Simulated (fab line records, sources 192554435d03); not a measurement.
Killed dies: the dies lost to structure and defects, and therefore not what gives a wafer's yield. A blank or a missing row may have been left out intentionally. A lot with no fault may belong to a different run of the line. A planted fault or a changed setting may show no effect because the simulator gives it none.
A lot that was struck, set against a sound lot / flow n5-finfet / 34 steps out of a route of 1938
Sound: these wafers, L939.2, L939.4, L939.6. Struck: wafers L952.2, L952.3 (left out: L952.5, a lot-mate that was not struck); the cause follows at the end.
Per side, at each step with rows, come the tool, then ch with its chambers, and then its first start. Under that, the readings that differ: sound wafers / struck wafers / difference of the means / sigmas: that difference in standard deviations of wafers without a fault.
alike: same words and numbers on both sides, and readings whose means sit less than 2 such deviations apart. not compared: any withheld reading, any reading some wafer has no value for, any bound like >300 that may hide the same value, and any number with overlapping values for which the record gives no deviation.
The two part at a step that has a row with sigmas, a row that says differs or no value, or rows on one side only. When numbers do not overlap yet have no deviation, they are printed without sigmas and do not part them. A reading missing from all wafers of one side parts the sides only when that side holds two or more wafers.

N5_START_INSPECT_01: inspects for defects (unpatterned scan).
  sound: defect-inspect-02 at day 1 12:02; struck: defect-inspect-01 at day 4 18:02
  alike: raw-defect-count
then, 2 steps without rows for these wafers: N5_ZERO_LAYER_PRECLEAN_00 (cleans in SPM, time 600 s); N5_ZERO_LAYER_SRD_01 (time 30 s, dry time 30 s).
N5_ZERO_LAYER_PECVD_02: deposits SiO2 from SiH4/N2O, target thk 10 nm, time 6 s.
  sound on pecvd-01 ch 1,2, day 1 12:18; struck on pecvd-01 ch 1,2, day 4 18:17
reading=model.SiO2_of_ZERO_LAYER_PECVD_02.thk-nm (nm); sound=10.03 10.1 10.32; struck=19.15 19.15; difference=+9.00; sigmas=
  alike: chamber-pressure-Torr, heater-power-w, showerhead-plenum-p-Torr, showerhead-vpp-V
then, 8 steps without rows for these wafers: N5_ZERO_LAYER_HMDS_04 (time 60 s); N5_ZERO_LAYER_COAT_05 (resist thk 1000 nm); N5_ZERO_LAYER_EBR_07; N5_ZERO_LAYER_SOFTBAKE_06 (time 90 s); N5_ZERO_LAYER_EXPOSE_08 (exposes mask ZERO, defocus 0 nm, target cd 2000 nm); N5_ZERO_LAYER_PEB_09; N5_ZERO_LAYER_DEVELOP_10 (develop time 60 s); N5_ZERO_LAYER_HARDBAKE_23 (time 120 s).
N5_ZERO_LAYER_CD_MEAS_11 targets a cd of 2000 nm.
  sound on cd-sem-02 ch 0, day 1 12:47; struck on cd-sem-03 ch 0, day 4 18:38
  alike: cd-nm
N5_ZERO_LAYER_DESCUM_16: chemistry O2, time 7.9 s.
  sound on rie-diel-02 ch 0,1,2, day 1 12:49; struck on rie-diel-03 ch 0,1, day 4 18:41
  alike: drypump-motor-current-A, oes-product-au, rf-vpp-V, showerhead-plenum-p-Torr, throttle-valve-pct
  not compared: rf-hours-counter-h
N5_ZERO_LAYER_ETCH_17: etches SiO2 in CF4, target depth 12 nm, time 13.3 s.
  sound on rie-diel-02 ch 0,1,2, day 1 12:52; struck on rie-diel-03 ch 0,1, day 4 18:43
  alike: drypump-motor-current-A, mfc-ar-sccm, oes-product-au, rf-vpp-V, showerhead-plenum-p-Torr, throttle-valve-pct
  not compared: rf-hours-counter-h
N5_ZERO_LAYER_ETCH_18: etches Si in HBr/Cl2, target depth 120 nm, time 40 s.
  sound on rie-si-02 ch 0,2,3, day 1 12:56; struck on rie-si-02 ch 2,3, day 4 18:47
  alike: drypump-motor-current-A, oes-product-au, throttle-valve-pct
  not compared: rf-hours-counter-h
N5_ZERO_LAYER_STRIP_24: strips in O2.
  sound on plasma-asher-02 ch 0,1, day 1 13:02; struck on plasma-asher-01 ch 0,1, day 4 18:53
  alike: drypump-motor-current-A, heater-power-w, oes-product-au, strip-time-to-endpoint-s
  not compared: rf-hours-counter-h
then, 1 step without rows for these wafers: N5_ZERO_LAYER_STRIP_19 (strips in SPM, time 900 s).
N5_ZERO_LAYER_INSPECT_20: inspects for defects (darkfield).
  sound: defect-inspect-02 at day 1 13:39; struck: defect-inspect-02 at day 4 19:17
  alike: raw-defect-count
then, 8 steps without rows for these wafers: N5_WELL_APT_HMDS_01 (time 60 s); N5_WELL_APT_COAT_02 (resist thk 950 nm); N5_WELL_APT_EBR_04; N5_WELL_APT_SOFTBAKE_03 (time 60 s); N5_WELL_APT_EXPOSE_05 (exposes mask NWELL, defocus 0 nm, target cd 200 nm); N5_WELL_APT_PEB_06 (peb time 90 s); N5_WELL_APT_DEVELOP_07 (develop time 45 s); N5_WELL_APT_HARDBAKE_12 (time 120 s).
N5_WELL_APT_CD_MEAS_08 targets a cd of 200 nm.
  sound on cd-sem-02 ch 0, day 1 14:05; struck on cd-sem-02 ch 0, day 4 19:42
  alike: cd-nm
N5_WELL_APT_OVL_MEAS_09:
  sound on overlay-02 ch 0, day 1 14:06; struck on overlay-02 ch 0, day 4 19:44
  alike: NWELL_OVL
N5_WELL_APT_INSPECT_10: inspects for defects (macro).
  sound: defect-inspect-01 at day 1 14:08; struck: defect-inspect-02 at day 4 19:46
  alike: raw-defect-count
N5_WELL_APT_DESCUM_13: chemistry O2, time 7.9 s.
  sound on rie-diel-05 ch 1,2, day 1 14:25; struck on rie-diel-01 ch 0,1, day 4 19:58
  alike: drypump-motor-current-A, oes-product-au, rf-vpp-V, showerhead-plenum-p-Torr, throttle-valve-pct
  not compared: rf-hours-counter-h
then, 2 steps without rows for these wafers: N5_WELL_APT_IMPLANT_14; N5_WELL_APT_IMPLANT_15.
-- here the record skips 9 days between the struck wafers' starts before and after, leaving off in module WELL_APT and picking up in module BEOL_M4 (first step shown: number 1111 of the route) --
N5_BEOL_M4_RC_MEAS_101:
  sound on prober-01 ch 0, day 8 17:20; struck on prober-01 ch 0, day 13 17:13
reading=CJ_N; sound=4.31 4.17 4.31; struck=4.94 4.94; difference=+0.68; sigmas=+9
reading=CJ_P; sound=5.96 5.82 5.77; struck=4.27 4.11; difference=-1.66; sigmas=-11
reading=DIBL_P (mV/V); sound=34.2 35.7 35.7; struck=37.4 39.3; difference=+3.1; sigmas=+2
reading=RS_PWELL (ohm/sq); sound=3028 2996 3029; struck=3113 3156; difference=+117; sigmas=+5
  alike: DIBL_N, IOFF_N, IOFF_P, ION_N, ION_P, SS_N, SS_P, VT_N, VT_P

== WHERE THEY PART ==
Only at N5_BEOL_M4_RC_MEAS_101, within this record.

WHY: what had been put in by the simulator
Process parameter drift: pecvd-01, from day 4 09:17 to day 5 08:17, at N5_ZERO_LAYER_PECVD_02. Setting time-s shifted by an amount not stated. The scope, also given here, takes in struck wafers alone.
